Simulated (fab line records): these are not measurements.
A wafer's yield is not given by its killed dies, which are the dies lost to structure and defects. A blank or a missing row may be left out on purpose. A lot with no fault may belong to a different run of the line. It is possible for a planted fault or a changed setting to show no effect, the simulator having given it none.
A single fault, viewed from 2 desks -- flow n5 finfet -- each desk has only its own numbers; what lay behind them comes last

THE TOOL OWNER'S DESK: rie diel-01
The tool's own readings at N5_BEOL_M2_ETCH_41 (etches SiCN in CH3F/O2, target depth 29.9 nm, time 52.5 s): means of the sampled wafers that have a number, for each lot that ran on this tool. If a lot's mean is further than 4 standard deviations from the usual mean, the lot is out of limits and carries the mark OUT (the distance appears in the brackets).
Columns: A = drypump motor current A at N5_BEOL_M2_ETCH_41, usual 5.8 A; B = oes product au at N5_BEOL_M2_ETCH_41, usual 0.77 a.u.; C = rf vpp V at N5_BEOL_M2_ETCH_41, usual 297.7 V; D = showerhead plenum p Torr at N5_BEOL_M2_ETCH_41, usual 2.02 Torr; E = throttle valve pct at N5_BEOL_M2_ETCH_41, usual 16.24 %
lot,first seen here,A,B,C,D,E
L879,day 8 02:57,5.4,0.77,299.0,2.04,16.07
L887,day 10 03:07,5.3,1.04,298.6,2.07,15.86
L888,day 10 11:13,5.5,0.82,298.4,2.04,16.14
L890,day 10 14:35,5.5,0.81,298.4,2.04,16.14
This desk's finding: nothing out of limits on any of the 4 lots.

THE METROLOGY DESK
Lot by lot, what the gauges showed, no matter which tool ran the lot: averages of those sampled wafers that carry a number. If a lot's mean is further than 4 standard deviations from the usual mean, the lot is out of limits and carries the mark OUT (the distance appears in the brackets). Shown here are 7 of its 10 readings, the ones lying furthest out on some lot.
Columns: A = DIBL_N at N5_BEOL_M4_RC_MEAS_101, usual 36.3 mV/V; B = DIBL_P at N5_BEOL_M4_RC_MEAS_101, usual 35.7 mV/V; C = IOFF_P at N5_BEOL_M4_RC_MEAS_101, usual 0.204 nA/um; D = ION_P at N5_BEOL_M4_RC_MEAS_101, usual 459 uA/um; E = SS_P at N5_BEOL_M4_RC_MEAS_101, usual 73.1 mV/dec; F = VT_N at N5_BEOL_M4_RC_MEAS_101, usual 250.2 mV; G = VT_P at N5_BEOL_M4_RC_MEAS_101, usual -251 mV
lot,first seen here,A,B,C,D,E,F,G
L878,day 8 23:11,36.3,35.2,0.238,470,73.1,249.7,-246
L879,day 9 00:01,36.3,35.7,0.215,464,73.0,248.8,-248
L887,day 11 07:37,35.1,33.1,0.168,457,73.2,252.8,-257
L888,day 11 13:05,36.3,34.0,0.169,453,73.1,249.8,-255
L890,day 11 23:05,34.9,35.8,0.184,453,72.9,253.4,-252
L892,day 12 10:19,36.2,35.6,0.208,457,73.2,251.0,-250
L897,day 13 19:11,36.0,35.2,0.183,454,72.3,251.6,-254
This desk's finding: nothing out of limits on any of the 7 lots.

BROUGHT TOGETHER
The tool owner's desk saw nothing out of limits.
From the metrology desk's view, nothing was out of limits.

WHAT WAS PUT IN BY THE SIMULATOR
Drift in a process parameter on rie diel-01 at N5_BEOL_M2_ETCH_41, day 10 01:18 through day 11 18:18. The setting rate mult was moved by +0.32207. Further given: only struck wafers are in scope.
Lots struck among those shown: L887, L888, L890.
